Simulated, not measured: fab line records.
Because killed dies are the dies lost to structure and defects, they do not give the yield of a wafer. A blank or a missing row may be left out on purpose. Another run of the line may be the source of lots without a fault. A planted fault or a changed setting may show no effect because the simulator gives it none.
fab line records	flow n5Finfet
record: lots: 6	wafers: 16	lastDay: 17
route steps=1938 shown BEOL_M7@1312 PASSIVATION@1936
lots that met no fault: from a run of the same line without faults
startH: the number of hours between the record's first day and the start of the first shown wafer of the lot	waitH: hours since the lot's step before	" as in the row above	L1.1+2: a row that stands for several wafers	- either no value or no given start	* or withheld: withheld	< > ~ a bound
route shown NAME@n: names a module that has steps shown in the file, with the first one's number in the route	usual: average and standard deviation across the fault-free wafers	same: alike in all rows	chamber/n: place in a boat	sites: per-site readings	_std_site: the standard deviation of these	_edge_site: mean of outer sites minus mean of inner sites	radiusMm: how far each site lies from the wafer's centre	mask NAME#n: copy n	behind: the tool/chamber that last shaped the wafer	hold: what put the lot on hold/how long, in hours/how the hold closed	device: transistor that didn't switch, given as n, p or np	end of line: tests of these same wafers at the route's end	where a step has no rows: the recipe by itself	killed: the dies lost at the first sort to structure and to defects; this is not the yield of the wafer	map: a wafer's dies, marking killed ones x, the rest . and places with no die _
set.NAME: the setting the step ran with; set.NAME@STEP: the setting that earlier step ran with	model.NAME: the simulator's own value behind a step, which no gauge read
lots at some steps of the route; a table a step, a row a wafer
services: from which hour (startH, from the record's first day; less than 0 if before it) a tool's chamber was out of use, for how many hours, and why
== steps ==
step: N5_BEOL_M7_HM_STRIP_39
recipe: chemistry: peroxideTinStrip	material: TiN	targetDepthA: 250	tempC: 50	timeS: 158
step: N5_BEOL_M7_SRD_40
recipe: timeS: 30	tempC: 23	rinseLiquid: diw	dry: ipaMarangoni
step: N5_BEOL_M7_PRECLEAN_42
recipe: chemistry: residueRemover	timeS: 60	tempC: 40
step: N5_BEOL_M7_SRD_43
recipe: timeS: 30	tempC: 23	rinseLiquid: diw	dry: ipaMarangoni
step: N5_BEOL_M7_CD_MEAS_35
recipe: targetCdNm: 40	polarity: opening
usual: cdNm: 40.2/0.58
lot.wafer	tool	chamber	startH	waitH	cdNm
L732.1	cdSem-01	-	227.16	0.0	39.5
L732.2	"	-	"	"	40.1
L732.4	"	-	"	"	40.0
L737.4	cdSem-03	-	268.33	0.0	40.0
L737.5	"	-	"	"	38.5
L737.6	"	-	"	"	39.0
L739.3	cdSem-01	-	283.02	0.0	39.2
L739.5	"	-	"	"	40.0
L739.6	"	-	"	"	40.3
L744.5	cdSem-03	-	317.92	0.0	40.3
L744.6	"	-	"	"	40.7
L745.4	cdSem-03	-	321.11	0.0	40.1
L745.6	"	-	"	"	40.4
L746.1	cdSem-01	-	330.85	0.0	40.9
L746.2	"	-	"	"	40.6
L746.6	"	-	"	"	40.5
step: N5_BEOL_M7_CURE_75
recipe: tempC: 370	timeS: 120	ambient: DMADMS/He	material: SiCOH_lowk
usual: lampPowerPct: 52.32/0.059	wafer_temp_C_max: 371.6/0.46
lot.wafer	tool	chamber	startH	waitH	lampPowerPct	wafer_temp_C_max
L732.1	uvCure-01	2	227.21	0.0	52.21	371.7
L732.2	"	2	"	"	52.23	371.8
L732.4	"	2	"	"	52.24	371.8
L737.4	uvCure-02	1	268.55	0.2	52.30	371.0
L737.5	"	1	"	"	52.39	371.6
L737.6	"	1	"	"	52.31	371.3
L739.3	uvCure-02	0	283.39	0.4	52.32	371.4
L739.5	"	0	"	"	52.30	371.2
L739.6	"	0	"	"	52.40	372.5
L744.5	uvCure-01	0	318.15	0.2	52.43	371.9
L744.6	"	0	"	"	52.35	371.4
L745.4	uvCure-02	0	321.30	0.2	52.43	371.4
L745.6	"	0	"	"	52.37	371.4
L746.1	uvCure-02	0	330.89	0.0	52.27	371.3
L746.2	"	0	"	"	52.29	371.1
L746.6	"	0	"	"	52.31	371.7
step: N5_BEOL_M7_DEGAS_44
recipe: ambient: vacuum	tempC: 250	timeS: 60
usual: heaterPowerW: 325/41
lot.wafer	tool	chamber	startH	waitH	heaterPowerW
L732.1	pvdSputter-01	-	227.71	0.5	396
L732.2	"	-	"	"	353
L732.4	"	-	"	"	289
L737.4	pvdSputter-01	-	269.08	0.5	356
L737.5	"	-	"	"	359
L737.6	"	-	"	"	286
L739.3	pvdSputter-01	-	283.61	0.2	317
L739.5	"	-	"	"	313
L739.6	"	-	"	"	406
L744.5	pvdSputter-02	-	318.41	0.2	390
L744.6	"	-	"	"	273
L745.4	pvdSputter-03	-	321.98	0.6	302
L745.6	"	-	"	"	298
L746.1	pvdSputter-03	-	331.31	0.4	311
L746.2	"	-	"	"	306
L746.6	"	-	"	"	315
step: N5_BEOL_M7_PRE_CLEAN_45
recipe: gas: H2/He	timeS: 30	tempC: 250
step: N5_BEOL_M7_ALD_77
recipe: material: TaN	targetThkA: 20	tempC: 275	aldPrecursorFamily: PDMAT	aldCoReactant: NH3	pressureTorr: 3	carrierFlowSccm: 1500	pulseTimeS: 2	purgeTimeS: 3	coReactantPurgeTimeS: 2	coReactantPulseTimeS: 3	aldCycles: 40	precursorVesselTempC: 75	precursorVesselPressureTorr: 26.25	precursorVesselCarrierSccm: 1000
usual: chamberPressureTorr: 2.999/0.0078	heaterPowerW: 420/36
same: aldCycles: 40
lot.wafer	tool	chamber	startH	waitH	chamberPressureTorr	heaterPowerW
L732.1	aldMetal-04	3	227.89	0.1	3.000	367
L732.2	"	1	"	"	2.997	445
L732.4	"	0	"	"	2.996	394
L737.4	aldMetal-04	0	269.20	0.1	3.009	414
L737.5	"	2	"	"	2.985	493
L737.6	"	3	"	"	2.991	372
L739.3	aldMetal-01	3	283.72	0.0	3.009	436
L739.5	"	3	"	"	3.005	437
L739.6	"	0	"	"	3.002	440
L744.5	aldMetal-04	3	318.69	0.2	2.992	372
L744.6	"	0	"	"	3.010	403
L745.4	aldMetal-01	1	322.10	0.1	3.000	377
L745.6	"	2	"	"	2.986	403
L746.1	aldMetal-01	3	331.42	0.0	2.980	442
L746.2	"	0	"	"	3.007	425
L746.6	"	2	"	"	3.002	408
step: N5_BEOL_M7_SURFACE_TREAT_79
recipe: gas: Ar	timeS: *	ionEnergyEv: *	ionCurrentMaCm2: 0.5	pressureMtorr: *	arFlowSccm: 30
usual: throttleValvePct: *
lot.wafer	tool	chamber	startH	waitH	throttleValvePct
L732.1	pvdSputter-01	-	228.21	0.2	*
L732.2	"	-	"	"	*
L732.4	"	-	"	"	*
L737.4	pvdSputter-01	-	269.51	0.2	*
L737.5	"	-	"	"	*
L737.6	"	-	"	"	*
L739.3	pvdSputter-01	-	284.01	0.2	*
L739.5	"	-	"	"	*
L739.6	"	-	"	"	*
L744.5	pvdSputter-03	-	318.94	0.1	*
L744.6	"	-	"	"	*
L745.4	pvdSputter-03	-	322.48	0.2	*
L745.6	"	-	"	"	*
L746.1	pvdSputter-02	-	331.73	0.2	*
L746.2	"	-	"	"	*
L746.6	"	-	"	"	*
step: N5_BEOL_M7_CVD_78
recipe: material: Co	targetThkA: 20	tempC: withheld	precursor: CCTBA/H2	pressureTorr: 30	timeS: 142.3
step: N5_BEOL_M7_SPUTTER_48
recipe: material: Cu	targetThkA: 100	tempC: -20	biasV: 60	powerW: 26000	chamberPressurePa: 0.13	timeS: 1.667
step: N5_BEOL_M7_ECD_50
recipe: material: Cu	targetThkA: 3000
lot.wafer	tool	chamber	startH	waitH	model.Cu_of_BEOL_M7_ECD_50.thkNm
L732.1	ecdCu-01	1	228.55	0.1	303.2
L732.2	"	0	"	"	305.4
L732.4	"	1	"	"	299.6
L737.4	ecdCu-02	1	271.58	0.1	303.8
L737.5	"	0	"	"	303.6
L737.6	"	1	"	"	306.4
L739.3	ecdCu-02	0	284.37	0.1	303.2
L739.5	"	0	"	"	302
L739.6	"	1	"	"	300.4
L744.5	ecdCu-01	1	319.55	0.1	166.8
L744.6	"	0	"	"	297
L745.4	ecdCu-01	1	322.82	0.1	170.4
L745.6	"	0	"	"	300.2
L746.1	ecdCu-02	1	332.25	0.1	303.2
L746.2	"	0	"	"	299.4
L746.6	"	1	"	"	300.2
step: N5_BEOL_M7_ANNEAL_51
recipe: tempC: 225	timeS: 90	ambient: N2
usual: wafer_temp_C_max: 225.94/0.23
lot.wafer	tool	chamber	startH	waitH	wafer_temp_C_max
L732.1	rtpAnneal-01	0	228.82	0.3	226.25
L732.2	"	0	"	"	226.10
L732.4	"	0	"	"	226.29
L737.4	rtpAnneal-01	0	271.98	0.4	225.44
L737.5	"	0	"	"	225.69
L737.6	"	0	"	"	225.91
L739.3	rtpAnneal-02	0	284.84	0.4	225.89
L739.5	"	0	"	"	225.71
L739.6	"	0	"	"	225.92
L744.5	rtpAnneal-01	0	319.90	0.3	226.06
L744.6	"	0	"	"	225.96
L745.4	rtpAnneal-01	0	323.03	0.2	226.69
L745.6	"	0	"	"	225.84
L746.1	rtpAnneal-02	0	332.52	0.2	225.75
L746.2	"	0	"	"	225.62
L746.6	"	0	"	"	225.73
step: N5_BEOL_M7_CMP_52
recipe: stopOn: SiCOH_lowk	tOverpolishS: 6.9	downForcePsi: 1	platenRpm: 50	clearingPlatenDownForcePsi: 1.5	clearingPlatenRpm: 50	postCmpClean: cuAlkaline	targetThkNm: 80	clearingPlatenPadVelocityMS: 0.99484	padVelocityMS: 0.99484
usual: motorCurrentA: 6.1/0.53	timeToEndpointS: 61/3.2
lot.wafer	tool	chamber	startH	waitH	motorCurrentA	timeToEndpointS
L732.2	cmp-02	3	229.30	0.4	5.2	67
L732.4	"	0	"	"	5.6	62
L732.1	"	1	"	"	6.3	68
L737.4	cmp-01	2	272.18	0.2	6.2	61
L737.5	"	1	"	"	5.6	63
L737.6	"	2	"	"	6.3	64
L739.3	cmp-01	2	285.05	0.2	6.3	60
L739.6	"	2	"	"	6.3	61
L739.5	"	3	"	"	6.6	59
L744.5	cmp-04	0	320.17	0.2	5.5	34
L744.6	"	1	"	"	6.1	61
L745.4	cmp-04	0	323.45	0.4	5.9	36
L745.6	"	0	"	"	6.0	62
L746.1	cmp-02	1	332.91	0.3	6.6	62
L746.2	"	2	"	"	6.1	53
L746.6	"	0	"	"	5.6	59
step: N5_BEOL_M7_THK_MEAS_53
recipe: thkMeasGauge: xrf	reads: Cu_of_BEOL_M7_ECD_50
usual: M7_THK: 80.7/2
lot.wafer	tool	chamber	startH	waitH	M7_THK[nm]
L732.1	filmMetro-02	-	229.59	-	81.2
L732.2	"	-	"	"	82.5
L732.4	"	-	"	"	83.1
L737.4	filmMetro-01	-	272.44	-	80.6
L737.5	"	-	"	"	80.0
L737.6	"	-	"	"	80.6
L739.3	filmMetro-01	-	285.35	-	80.5
L739.5	"	-	"	"	81.0
L739.6	"	-	"	"	82.5
L744.5	filmMetro-01	-	320.31	-	80.8
L744.6	"	-	"	"	76.1
L745.4	filmMetro-02	-	323.71	-	82.9
L745.6	"	-	"	"	80.5
L746.1	filmMetro-01	-	333.13	-	77.5
L746.2	"	-	"	"	80.7
L746.6	"	-	"	"	79.6
step: N5_PASSIVATION_PROBE_49
usual: defectLimitedYield: 91.2/1.5	killed_at_M0_to_M3: 34/11	killed_at_M4_up: 14/5.4	killedAtContacts: 12/5.9	killedAtFrontEnd: 40/12	killedAtOther: 4/3.3	killedDies: 103/18	killedOpen: 68/13	killedShort: 34/7.5	sort_bin_5_function: 5.1/1	sort_bin_6_memory: 3.3/0.7	sortNPass: 1076/18	sortYieldPct: 91.2/1.5
same: grossDies: 1180	killedAtBackSide: 0	sort_bin_4_leakage[%]: 0	sort_bin_8_speed[%]: 0
lot.wafer	tool	chamber	startH	waitH	defectLimitedYield[%]	killed_at_M0_to_M3	killed_at_M4_up	killedAtContacts	killedAtFrontEnd	killedAtOther	killedDies	killedOpen	killedShort	sort_bin_5_function[%]	sort_bin_6_memory[%]	sortNPass	sortYieldPct[%]
L732.1	prober-02	-	311.03	0.0	92.1	41	5	6	40	1	93	57	35	4.6	3.1	1087	92.1
L732.2	prober-02	-	311.08	0.1	90.8	33	18	9	45	3	108	69	38	5.3	3.3	1072	90.8
L732.4	prober-02	-	311.18	0.2	91.7	26	6	7	53	6	98	70	26	5.6	2.6	1082	91.7
L737.4	prober-02	-	347.95	0.2	91.1	40	14	10	37	4	105	67	36	5.8	2.9	1075	91.1
L737.5	prober-02	-	348.00	0.2	91.9	38	10	11	26	10	95	54	40	4.1	3.6	1085	91.9
L737.6	prober-02	-	348.05	0.3	91.2	47	14	9	26	8	104	66	38	4.8	3.4	1076	91.2
L739.3	prober-01	-	359.58	0.1	91.5	37	14	6	31	12	100	65	33	4.7	3.3	1080	91.5
L739.5	prober-01	-	359.68	0.2	91.2	38	12	18	35	1	104	64	37	5.1	3.6	1076	91.2
L739.6	prober-01	-	359.73	0.3	90.3	43	10	17	42	3	115	75	39	6.1	3.3	1065	90.3
L744.5	prober-01	-	396.42	0.8	89.4	35	13	6	61	10	125	87	37	5.8	4.2	1055	89.4
L744.6	prober-01	-	396.47	0.8	92.0	23	19	5	39	8	94	55	34	3.9	3.7	1086	92.0
L745.4	prober-01	-	398.53	2.2	93.0	29	14	6	34	0	83	47	36	4.0	2.5	1097	93.0
L745.6	prober-01	-	398.63	2.3	92.9	27	10	10	37	0	84	59	25	4.1	2.9	1096	92.9
L746.1	prober-01	-	414.74	0.0	89.9	59	8	9	38	5	119	71	47	5.8	4.0	1061	89.9
L746.2	prober-01	-	414.79	0.1	91.5	38	18	8	32	4	100	65	35	5.0	2.9	1080	91.5
L746.6	prober-01	-	414.99	0.3	92.6	28	17	1	37	4	87	64	23	4.1	3.1	1093	92.6
killed by level:class
L732.1 FIN_SAQP:geometricParticle:open=13 BEOL_M1:geometricParticle:open=10 BEOL_M0_SAQP:geometricParticle:short=9 FIN_SAQP:geometricParticle:short=7 BEOL_M0_SAQP:geometricParticle:open=6 BEOL_M3:geometricParticle:open=5 GATE_CUT:geometricParticle:short=4 BEOL_M2:geometricParticle:open=4
L732.2 FIN_SAQP:geometricParticle:open=16 GATE_CUT:geometricParticle:short=10 BEOL_M4:geometricParticle:open=10 MOL_CONTACT_COAG:geometricParticle:open=7 BEOL_M0_SAQP:geometricParticle:open=7 BEOL_M3:geometricParticle:open=7 BEOL_M0_SAQP:geometricParticle:short=6 BEOL_M0:geometricParticle:open=5
L732.4 FIN_SAQP:geometricParticle:open=9 STI_FIN_REVEAL:geometricParticle:open=8 DUMMY_GATE:geometricParticle:open=8 BEOL_M3:geometricParticle:open=7 BEOL_M0_SAQP:geometricParticle:open=6 MOL_CONTACT_COAG:geometricParticle:open=5 BEOL_M4:geometricParticle:open=5 SPACER0:geometricParticle:short=4
L737.4 FIN_SAQP:geometricParticle:short=12 STI_FIN_REVEAL:geometricParticle:open=10 MOL_CONTACT_COAG:geometricParticle:open=10 BEOL_M1:geometricParticle:open=9 BEOL_M3:geometricParticle:open=7 BEOL_M0_SAQP:geometricParticle:open=6 FIN_SAQP:geometricParticle:open=4 BEOL_M0_SAQP:geometricParticle:short=4
L737.5 BEOL_M0_SAQP:geometricParticle:short=10 FIN_SAQP:geometricParticle:short=9 BEOL_M0_SAQP:geometricParticle:open=9 MOL_CONTACT_COAG:geometricParticle:open=8 BEOL_M0:geometricParticle:short=5 BEOL_M3:geometricParticle:open=5 STI_FIN_REVEAL:geometricParticle:open=4 BEOL_M0:geometricParticle:open=4
L737.6 BEOL_M0_SAQP:geometricParticle:open=16 BEOL_M0_SAQP:geometricParticle:short=10 BEOL_M1:geometricParticle:open=8 FIN_SAQP:geometricParticle:open=6 FIN_SAQP:geometricParticle:short=6 MOL_CONTACT_COAG:geometricParticle:open=6 MIM_TOP_ETCH:geometricParticle:short=5 DUMMY_GATE:geometricParticle:open=4
L739.3 BEOL_M3:geometricParticle:open=15 FIN_SAQP:geometricParticle:open=11 BEOL_M0_SAQP:geometricParticle:open=8 FIN_SAQP:geometricParticle:short=7 BEOL_M0_SAQP:geometricParticle:short=7 MOL_CONTACT_COAG:geometricParticle:open=6 BEOL_M4:geometricParticle:open=4 PASS1_CAP:geometricParticle:short=4
L739.5 BEOL_M2:geometricParticle:open=15 MOL_CONTACT_COAG:geometricParticle:open=11 FIN_SAQP:geometricParticle:short=10 FIN_SAQP:geometricParticle:open=8 MOL_CONTACT_COAG:geometricParticle:short=7 BEOL_M1:geometricParticle:open=5 DUMMY_GATE:geometricParticle:open=4 BEOL_M0_SAQP:geometricParticle:short=4
L739.6 FIN_SAQP:geometricParticle:open=12 MOL_CONTACT_COAG:geometricParticle:open=12 BEOL_M0_SAQP:geometricParticle:open=10 BEOL_M2:geometricParticle:open=10 FIN_SAQP:geometricParticle:short=9 BEOL_M4:geometricParticle:open=8 BEOL_M0_SAQP:geometricParticle:short=7 BEOL_M3:geometricParticle:open=6
L744.5 STI_FIN_REVEAL:geometricParticle:open=21 BEOL_M2:geometricParticle:open=15 FIN_SAQP:geometricParticle:open=13 BEOL_M4:geometricParticle:open=8 GATE_CUT:geometricParticle:short=6 DUMMY_GATE:geometricParticle:open=4 MOL_CONTACT_COAG:geometricParticle:open=4 BEOL_M1:geometricParticle:open=4
L744.6 FIN_SAQP:geometricParticle:open=9 BEOL_M4:geometricParticle:open=9 GATE_CUT:geometricParticle:short=7 BEOL_M0_SAQP:geometricParticle:open=7 FIN_SAQP:geometricParticle:short=6 BEOL_M2:geometricParticle:open=5 MOL_CONTACT_COAG:geometricParticle:open=4 PAD_METAL:geometricParticle:short=4
L745.4 FIN_SAQP:geometricParticle:short=15 BEOL_M0_SAQP:geometricParticle:short=12 BEOL_M0_SAQP:geometricParticle:open=8 BEOL_M4:geometricParticle:open=6 FIN_SAQP:geometricParticle:open=5 DUMMY_GATE:geometricParticle:open=5 MOL_CONTACT_COAG:geometricParticle:open=5 BEOL_M1:geometricParticle:open=4
L745.6 BEOL_M1:geometricParticle:open=9 DUMMY_GATE:geometricParticle:open=9 MOL_CONTACT_COAG:geometricParticle:open=8 FIN_SAQP:geometricParticle:open=6 FIN_SAQP:geometricParticle:short=5 STI_FIN_REVEAL:geometricParticle:open=5 BEOL_M0_SAQP:geometricParticle:short=4 BEOL_M0:geometricParticle:open=4
L746.1 BEOL_M0_SAQP:geometricParticle:open=13 BEOL_M1:geometricParticle:open=11 BEOL_M0_SAQP:geometricParticle:short=10 FIN_SAQP:geometricParticle:short=9 BEOL_M3:geometricParticle:open=9 FIN_SAQP:geometricParticle:open=8 MOL_CONTACT_COAG:geometricParticle:open=8 BEOL_M1:geometricParticle:short=7
L746.2 BEOL_M1:geometricParticle:open=11 FIN_SAQP:geometricParticle:short=9 BEOL_M0_SAQP:geometricParticle:short=7 BEOL_M3:geometricParticle:open=7 BEOL_M4:geometricParticle:open=7 MOL_CONTACT_COAG:geometricParticle:open=6 FIN_SAQP:geometricParticle:open=5 DUMMY_GATE:geometricParticle:open=5
L746.6 BEOL_M1:geometricParticle:open=13 DUMMY_GATE:geometricParticle:open=8 FIN_SAQP:geometricParticle:open=6 GATE_CUT:geometricParticle:short=6 BEOL_M4:geometricParticle:open=6 STARTING-WAFER:geometricParticle:open=6 BEOL_M7:geometricParticle:open=4 BEOL_M0_SAQP:geometricParticle:open=3
== services ==
tool	chamber	startH	hours	kind
cmp-01	-	211.09	4.0	pm
cmp-01	-	215.09	-	consumableReplace:conditioner
ecdCu-02	-	217.27	0.6	repair
uvCure-01	-	222.44	1.0	repair
cmp-04	-	225.29	3.4	repair
cmp-01	-	226.01	2.9	repair
cmp-02	-	231.09	0.3	repair
cmp-04	-	234.57	4.0	pm
rtpAnneal-02	-	238.78	2.8	pm
cmp-02	-	273.42	0.5	repair
aldMetal-01	-	279.44	2.8	pm
pvdSputter-02	-	281.96	0.5	repair
cmp-02	-	282.81	0.9	repair
cmp-01	-	290.34	0.3	repair
cmp-01	-	292.85	6.4	repair
cmp-02	-	293.63	5.2	pm
ecdCu-01	-	298.37	0.9	repair
uvCure-02	-	299.06	0.4	repair
ecdCu-02	-	302.70	0.9	repair
uvCure-01	-	305.39	7.5	pm
uvCure-02	-	321.91	0.7	repair
cmp-02	-	322.06	4.0	pm
cmp-01	-	324.75	1.1	repair
aldMetal-01	1	327.66	11.6	repair
== key ==
firstSign: step: N5_BEOL_M7_CMP_52	reading: timeToEndpointS	direction: down	sigmas: 8.4	usual: *	struck: *
effect none on later readings
modelEffect: step: N5_BEOL_M7_ECD_50	value: Cu_of_BEOL_M7_ECD_50.thkNm	without: 302.4	struck: 168.6
metAt N5_BEOL_M7_ECD_50
struckWafers L744.5,L745.4
onsetBetween 228.55 319.55
fault: kind: processParameterDrift	tool: ecdCu-01	chamber: -	onsetH: 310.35	steps: N5_BEOL_M7_ECD_50	channel: targetThkA	offset: *	shape: step	endH: 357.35	scope: struckWafersOnly	actsIn: *	stated: *
